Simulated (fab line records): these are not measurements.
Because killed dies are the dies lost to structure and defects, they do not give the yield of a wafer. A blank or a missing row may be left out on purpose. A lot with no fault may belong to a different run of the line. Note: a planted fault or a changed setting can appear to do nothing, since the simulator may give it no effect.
Comparing a struck lot with a sound one :: flow n5-finfet :: 16 steps out of a route of 1938
Sound: the wafers L430.2, L430.4, L430.5. Struck: wafer L439.5. (L439.1 of the same lot was not struck and is left out.) The cause comes at the end.
At each step with rows: each side's tool, then ch and its chambers, then its first start. Under that, the readings that differ: sound wafers :: struck wafers :: difference of the means :: sigmas: that difference in standard deviations of wafers without a fault.
alike: words and numbers the same on both sides, and readings whose means are apart by under 2 such deviations; not compared: readings that were withheld, readings missing a value for some wafer, numbers with overlapping values and no deviation given by the record, and bounds like >300 which may hide the same value.
Wherever a step has rows on one side only, a row that says differs or no value, or a row with sigmas, the two part there. Numbers that don't overlap but have no deviation are shown without sigmas and don't part them. Lack of a reading on every wafer of one side parts them only where that side has two or more wafers.

N5_BEOL_M0_CUTY_CD_MEAS_57: the cd target is 200 nm.
  sound on cd-sem-03 ch 0, day 7 06:04; struck on cd-sem-02 ch 0, day 9 16:15
  alike: cd-nm
N5_BEOL_M0_CUTY_OVL_MEAS_58:
  sound on overlay-02 ch 0, day 7 06:05; struck on overlay-01 ch 0, day 9 16:17
reading: M0_ABLK_OVL (nm)
sound: 0.8 1.3 1.1
struck: -1.9
difference: -3.0
sigmas: -3
N5_BEOL_M0_CUTY_INSPECT_59: inspects for defects (macro).
  sound on defect-inspect-01 at day 7 06:07; struck on defect-inspect-02 at day 9 16:18
  alike: raw-defect-count
then, 2 steps without rows for these wafers: N5_BEOL_M0_CUTY_DESCUM_61 (chemistry O2, time 7.9 s); N5_BEOL_M0_CUTY_ETCH_62 (etches SiARC in CF4, time 58.5 s).
N5_BEOL_M0_CUTY_ETCH_63: etches SOC in N2/H2, target depth 82.7 nm, overetch 16.5 nm, time 124 s.
  sound on rie-diel-02 ch 2,3, day 7 06:14; struck on rie-diel-06 ch 2, day 9 16:25
reading: throttle-valve-pct (%)
sound: 18.44 17.93 18.45
struck: 17.65
difference: -0.62
sigmas: -2
  alike: drypump-motor-current-A, h2-flow-sccm, n2-flow-sccm, oes-product-au, rf-vpp-V, showerhead-plenum-p-Torr
  not compared: rf-hours-counter-h
then, 1 step without rows for these wafers: N5_BEOL_M0_CUTY_STRIP_64 (strips in N2/H2).
N5_BEOL_M0_ETCH_138: etches SiCN in CH3F/O2, target depth 12 nm, time 31.6 s.
  sound on rie-diel-02 ch 2,3, day 7 06:21; struck on rie-diel-06 ch 2, day 9 16:32
  alike: drypump-motor-current-A, etch-rf-on-time-s, oes-product-au, rf-vpp-V, showerhead-plenum-p-Torr, throttle-valve-pct
  not compared: rf-hours-counter-h
then, 1 step without rows for these wafers: N5_BEOL_M0_HM_OPEN_105 (chemistry Cl2/BCl3, target TiN, target depth 12 nm).
N5_BEOL_M0_STRIP_140: strips in CF4.
  sound on rie-diel-04 ch 0,3, day 7 07:18; struck on rie-diel-04 ch 3, day 9 18:50
  alike: drypump-motor-current-A, oes-product-au, rf-vpp-V, showerhead-plenum-p-Torr, throttle-valve-pct
  not compared: rf-hours-counter-h
N5_BEOL_M0_STRIP_104: strips in N2/H2.
  sound on rie-diel-04 ch 0,3, day 7 07:19; struck on rie-diel-04 ch 3, day 9 18:52
  alike: drypump-motor-current-A, h2-flow-sccm, n2-flow-sccm, oes-product-au, rf-vpp-V, showerhead-plenum-p-Torr, throttle-valve-pct
  not compared: rf-hours-counter-h
then, 1 step without rows for these wafers: N5_BEOL_M0_WET_ETCH_106 (etches SiO2 in DHF, target depth 130 nm, rinse time 30 s).
N5_BEOL_M0_ETCH_128: etches SiCN in CF4/N2, target depth 12 nm, overetch 5.1 nm, time 21.4 s.
  sound on rie-diel-06 ch 1,2,3, day 7 07:31; struck on rie-diel-06 ch 3, day 9 19:01
reading: model.TiN_of_BEOL_M0_SAQP_HM_DEP_02.thk-nm (nm)
sound: 11 10.8 10.8
struck: 10.6
difference: -0.3
sigmas: 
  alike: drypump-motor-current-A, n2-flow-sccm, oes-product-au, rf-vpp-V, showerhead-plenum-p-Torr, throttle-valve-pct
  not compared: rf-hours-counter-h
N5_BEOL_M0_TRENCH_ETCH_107: etches SiOC in C4F6/O2, target depth 32.8 nm, time 16.4 s.
  sound on rie-diel-06 ch 1,2,3, day 7 07:34; struck on rie-diel-06 ch 3, day 9 19:03
reading: model.TiN_of_BEOL_M0_SAQP_HM_DEP_02.thk-nm (nm)
sound: 9.6 9.4 9.4
struck: 9.2
difference: -0.3
sigmas: 
  alike: drypump-motor-current-A, oes-product-au, rf-vpp-V, showerhead-plenum-p-Torr, throttle-valve-pct
  not compared: rf-hours-counter-h
N5_BEOL_M0_STRIP_142: strips in N2/H2, time 10 s.
  sound on rie-diel-06 ch 1,2,3, day 7 07:35; struck on rie-diel-06 ch 3, day 9 19:04
  alike: drypump-motor-current-A, h2-flow-sccm, n2-flow-sccm, oes-product-au, rf-vpp-V, showerhead-plenum-p-Torr, throttle-valve-pct
  not compared: rf-hours-counter-h
-- a jump in the record: the struck wafers' starts before and after are 2 days apart (it breaks off in module BEOL_M0 and resumes in module BEOL_M4, where the first step shown is number 1111 of the route) --
N5_BEOL_M4_RC_MEAS_101:
  sound on prober-01 ch 0, day 9 09:42; struck on prober-02 ch 0, day 11 23:23
  alike: DIBL_N, DIBL_P, IOFF_N, IOFF_P, ION_N, ION_P, SS_N, SS_P, VT_N, VT_P

WHERE THEY PART
First at N5_BEOL_M0_CUTY_OVL_MEAS_58; last, within this record, at N5_BEOL_M0_CUTY_ETCH_63. Later steps at which nothing parts them and some readings are alike: N5_BEOL_M0_ETCH_138, N5_BEOL_M0_STRIP_140, N5_BEOL_M0_STRIP_104, N5_BEOL_M0_ETCH_128, N5_BEOL_M0_TRENCH_ETCH_107, N5_BEOL_M0_STRIP_142, N5_BEOL_M4_RC_MEAS_101.

WHY: the cause the simulator had injected
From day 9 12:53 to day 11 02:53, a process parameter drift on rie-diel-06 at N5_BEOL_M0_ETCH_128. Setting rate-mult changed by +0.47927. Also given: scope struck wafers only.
